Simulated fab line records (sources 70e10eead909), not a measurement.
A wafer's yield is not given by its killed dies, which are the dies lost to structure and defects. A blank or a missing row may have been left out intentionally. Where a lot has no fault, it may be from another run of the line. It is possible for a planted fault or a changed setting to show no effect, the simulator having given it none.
What tool caused it? -- flow nand-harc -- 13 lots, 39 wafers sampled, at 5 steps of a route of 1159

== WHAT THE GAUGES SHOWED, per wafer ==
NHARC_END_SORT_01. Usual: killed-at-array 25, standard deviation 9.2; killed-at-other 0.9, standard deviation 1.3; killed-at-periphery 3.3, standard deviation 2.3; killed-dies 29, standard deviation 9.6; killed-open 3.2, standard deviation 1.8; killed-short 2, standard deviation 1.4.
lot,measured,on,killed-at-array,killed-at-other,killed-at-periphery,killed-dies,killed-open,killed-short,flag
L123,day 21 18:38,prober-02,29 23 23,1 1 0,3 3 2,33 27 25,4 2 4,3 1 1,

== WHICH TOOL RAN EACH LOT (tool, then ch and the chambers of the sampled wafers, then the start) ==
lot,NHARC_P_CONTACT_CMP_01,NHARC_P_CONTACT_ETCH_36,NHARC_P_CONTACT_ALD_22,NHARC_P_CONTACT_CVD_23
L114,"cmp-02 ch 1,2,3, day 5 14:55","rie-diel-10 ch 0,2,3, day 5 16:04","ald-metal-01 ch 0,2,3, day 5 17:45","cvd-w-02 ch 0,1, no start"
L113,"cmp-02 ch 0,1,3, day 5 15:46","rie-diel-11 ch 0,1,2, day 5 16:56","ald-metal-02 ch 0,2,3, day 5 18:35","cvd-w-02 ch 0,1, no start"
L116,"cmp-04 ch 0,1,3, day 6 03:18","rie-diel-02 ch 0,1,2, day 6 04:23","ald-metal-02 ch 0,2,3, day 6 06:01","cvd-w-02 ch 1, no start"
L118,"cmp-02 ch 0,1, day 6 14:35","rie-diel-11 ch 1,2,3, day 6 15:49","ald-metal-01 ch 0,2, day 6 17:28","cvd-w-01 ch 0,1, no start"
L119,"cmp-02 ch 0,2,3, day 7 09:53","rie-diel-11 ch 1,2,3, day 7 11:08","ald-metal-03 ch 0,1,3, day 7 12:47","cvd-w-02 ch 0,1, no start"
L123,"cmp-04 ch 0,2,3, day 8 04:29","rie-diel-10 ch 1,2,3, day 8 05:40","ald-metal-03 ch 0,1,3, day 8 07:21","cvd-w-02 ch 0,1, day 21 18:38 or earlier"
L128,"cmp-04 ch 2,3, day 8 20:29","rie-diel-10 ch 0,1, day 8 21:40","ald-metal-01 ch 0,1,3, day 8 23:26","cvd-w-01 ch 0,1, no start"
L129,"cmp-04 ch 0,1,3, day 9 16:41","rie-diel-11 ch 0,1,2, day 9 17:54","ald-metal-01 ch 1,2, day 9 19:29","cvd-w-02 ch 0,1, no start"
L130,"cmp-03 ch 1,2,3, day 9 18:14","rie-diel-11 ch 0,2,3, day 9 19:25","ald-metal-02 ch 0,1,3, day 9 21:04","cvd-w-02 ch 0,1, no start"
L132,"cmp-03 ch 1,2,3, day 10 08:07","rie-diel-11 ch 0,2,3, day 10 09:17","ald-metal-02 ch 1,3, day 10 10:56","cvd-w-01 ch 0,1, no start"
L133,"cmp-03 ch 0,1,2, day 10 09:58","rie-diel-11 ch 0,1,3, day 10 11:04","ald-metal-03 ch 1,3, day 10 12:41","cvd-w-02 ch 0,1, no start"
L135,"cmp-02 ch 0,1,2, day 10 19:32","rie-diel-11 ch 0,1,3, day 10 20:43","ald-metal-03 ch 1,2,3, day 10 22:22","cvd-w-02 ch 0,1, no start"
L136,"cmp-03 ch 0,1, day 11 08:27","rie-diel-10 ch 2,3, day 11 09:31","ald-metal-02 ch 1,2,3, day 11 11:13","cvd-w-01 ch 0,1, no start"
- NHARC_P_CONTACT_CMP_01: polishes SiO2, target thk 200 nm.
- NHARC_P_CONTACT_ETCH_36: etches the open film in N2/H2, target depth 260 nm, time 406.25 s.
- NHARC_P_CONTACT_ALD_22: deposits TiN, target thk 3 nm, pulse time 1 s, ald cycles 150.
- NHARC_P_CONTACT_CVD_23: deposits W, target thk 200 nm, time 557 s.

== AS READ BY THE TOOLS THEMSELVES (means over the sampled wafers that have a number; for cases with no such wafer, the mark the record gives instead) ==
NHARC_P_CONTACT_CMP_01. Usual: motor-current-A 11.7 A, standard deviation 1.3.
lot,tool,motor-current-A (A),flag
L114,cmp-02,10.8,
L113,cmp-02,11.0,
L116,cmp-04,12.8,
L118,cmp-02,11.7,
L119,cmp-02,11.5,
L123,cmp-04,13.5,
L128,cmp-04,13.7,
L129,cmp-04,12.6,
L130,cmp-03,11.9,
L132,cmp-03,12.2,
L133,cmp-03,11.0,
L135,cmp-02,11.6,
L136,cmp-03,10.1,

NHARC_P_CONTACT_ETCH_36. Usual: drypump-motor-current-A 5.7 A, standard deviation 0.39; oes-product-au 0.998 a.u., standard deviation 0.0089; rf-vpp-V 430.0 V, standard deviation 2.4; showerhead-plenum-p-Torr 2.02 Torr, standard deviation 0.08; throttle-valve-pct 14.171 %, standard deviation 0.01.
lot,tool,drypump-motor-current-A (A),oes-product-au (a.u.),rf-vpp-V (V),showerhead-plenum-p-Torr (Torr),throttle-valve-pct (%),flag
L114,rie-diel-10,5.6,1.006,430.1,2.02,14.169,
L113,rie-diel-11,6.0,1.005,430.5,2.07,14.180,
L116,rie-diel-02,5.6,0.987,429.7,2.02,14.165,
L118,rie-diel-11,6.1,0.996,430.6,2.01,14.182,
L119,rie-diel-11,6.1,0.997,429.9,2.01,14.177,
L123,rie-diel-10,5.4,0.998,428.9,1.98,14.166,
L128,rie-diel-10,5.6,0.998,429.3,2.00,14.168,
L129,rie-diel-11,6.0,0.988,431.5,2.07,14.172,
L130,rie-diel-11,5.8,0.999,431.3,2.07,14.162,
L132,rie-diel-11,5.8,1.000,431.6,2.07,14.166,
L133,rie-diel-11,5.9,0.993,430.6,2.02,14.160,
L135,rie-diel-11,5.9,0.989,430.7,2.02,14.166,
L136,rie-diel-10,5.5,0.993,429.1,1.98,14.180,

NHARC_P_CONTACT_ALD_22. Usual: heater-power-w 1110 W, standard deviation 81; precursor-pulse-height-rel 0.998, standard deviation 0.019.
lot,tool,heater-power-w (W),precursor-pulse-height-rel,flag
L114,ald-metal-01,1079,0.992,
L113,ald-metal-02,1097,0.993,
L116,ald-metal-02,1093,0.994,
L118,ald-metal-01,1088,1.000,
L119,ald-metal-03,1050,0.991,
L123,ald-metal-03,1047,0.996,
L128,ald-metal-01,1139,0.992,
L129,ald-metal-01,1122,0.993,
L130,ald-metal-02,1161,1.014,
L132,ald-metal-02,1096,0.985,
L133,ald-metal-03,1128,1.003,
L135,ald-metal-03,1057,0.976,
L136,ald-metal-02,1123,1.009,

NHARC_P_CONTACT_CVD_23. Usual: heater-power-w 464 W, standard deviation 27; mfc-wf6-sccm 39.98 sccm, standard deviation 0.12; throttle-valve-pct 8.01 %, standard deviation 0.27.
lot,tool,heater-power-w (W),mfc-wf6-sccm (sccm),throttle-valve-pct (%),flag
L114,cvd-w-02,443,40.10,7.93,
L113,cvd-w-02,447,40.02,7.80,
L116,cvd-w-02,436,40.14,8.10,
L118,cvd-w-01,467,40.08,8.11,
L119,cvd-w-02,449,39.91,7.87,
L123,cvd-w-02,453,40.03,7.88,
L128,cvd-w-01,492,40.12,8.22,
L129,cvd-w-02,440,40.02,7.67,
L130,cvd-w-02,442,40.02,8.12,
L132,cvd-w-01,494,40.02,8.20,
L133,cvd-w-02,442,39.87,7.99,
L135,cvd-w-02,441,39.97,7.90,
L136,cvd-w-01,498,40.03,8.33,

== THE ANSWER, worked out from the rows above alone ==
Rule: take the mean of a lot's wafers that have a number; if it is more than 3 standard deviations from the usual mean, the lot is off. Also off: a lot with no number at a reading for which 4 or more lots have one. Where the step has rows for the other lots, those lots are counted as sound. After the gauges, taken in route order, come the tools' own readings; for these a lot's mean is taken, as printed above. At the first step where some lot is off, the reading lying furthest off is the one used; lots without a number count as furthest.
Across all readings shown, no lot is off: no conclusion can be drawn from this.

== WHAT THE SIMULATOR HAD INSERTED ==
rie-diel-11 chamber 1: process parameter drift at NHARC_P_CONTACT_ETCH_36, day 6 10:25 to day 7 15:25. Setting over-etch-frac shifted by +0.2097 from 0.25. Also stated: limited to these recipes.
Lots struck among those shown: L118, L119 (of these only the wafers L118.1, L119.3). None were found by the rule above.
